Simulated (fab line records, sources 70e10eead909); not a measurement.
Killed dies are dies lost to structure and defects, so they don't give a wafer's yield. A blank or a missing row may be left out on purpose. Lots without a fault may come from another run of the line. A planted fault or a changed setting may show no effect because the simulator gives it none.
Chamber matching | flow nand_harc | NHARC_A_STAIRCASE_ETCH_444 on rie_diel-02: 4 sister chambers
The step etches the open film in C4F8/O2, target depth 20400 nm, time 6800 s. 8 wafers are shown with their chamber, then 12 later ones without.

WAFERS WITH THEIR CHAMBER
wafer  | chamber | rf_vpp_V (V) | oes_product_au (a.u.)
L078.2 | 1       | 803          | 0.903
L082.2 | 0       | 816          | 0.921
L082.6 | 3       | 805          | 0.923
L084.3 | 0       | 815          | 0.927
L084.6 | 2       | 801          | 0.905
L090.2 | 3       | 804          | 0.948
L090.3 | 2       | 800          | 0.943
L090.4 | 1       | 803          | 0.957

WAFERS WITHOUT THEIR CHAMBER
wafer  | rf_vpp_V (V) | oes_product_au (a.u.)
L091.2 | 803          | 0.981
L091.4 | 815          | 0.970
L091.5 | 814          | 0.968
L093.4 | 813          | 0.936
L093.1 | 804          | 0.924
L093.6 | 815          | 0.928
L097.4 | 815          | 0.922
L097.2 | 799          | 0.918
L097.3 | 802          | 0.935
L097.1 | 804          | 0.910
L097.5 | 815          | 0.925
L097.6 | 801          | 0.935

WHICH CHAMBER EACH WENT THROUGH
wafer  | from the rows above     | in truth
L091.2 | can't be placed: 1 or 3 | 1
L091.4 | 0                       | 0
L091.5 | 0                       | 0
L093.4 | 0                       | 0
L093.1 | can't be placed: 3 or 1 | 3
L093.6 | 0                       | 0
L097.4 | 0                       | 0
L097.2 | 2                       | 2
L097.3 | can't be placed: 1 or 2 | 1
L097.1 | can't be placed: 3 or 1 | 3
L097.5 | 0                       | 0
L097.6 | 2                       | 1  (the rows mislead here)
Placed correctly: 7 of 12. Can't be placed from these rows: 4 (the true chamber is among the candidates in 4). Placed wrongly: 1.
How it was worked out, from the rows above alone: a wafer's distance from a chamber is the root of the sum, over the readings, of the square of ((its reading less the chamber's mean) divided by the reading's scatter). The wafer belongs to the nearest chamber; if the next one is less than 2 further off, it can't be placed. A chamber's mean is the mean of its shown wafers. The scatter: the root of (the sum of the squares of (reading less its chamber's mean) over the shown wafers, divided by (wafers less chambers)).
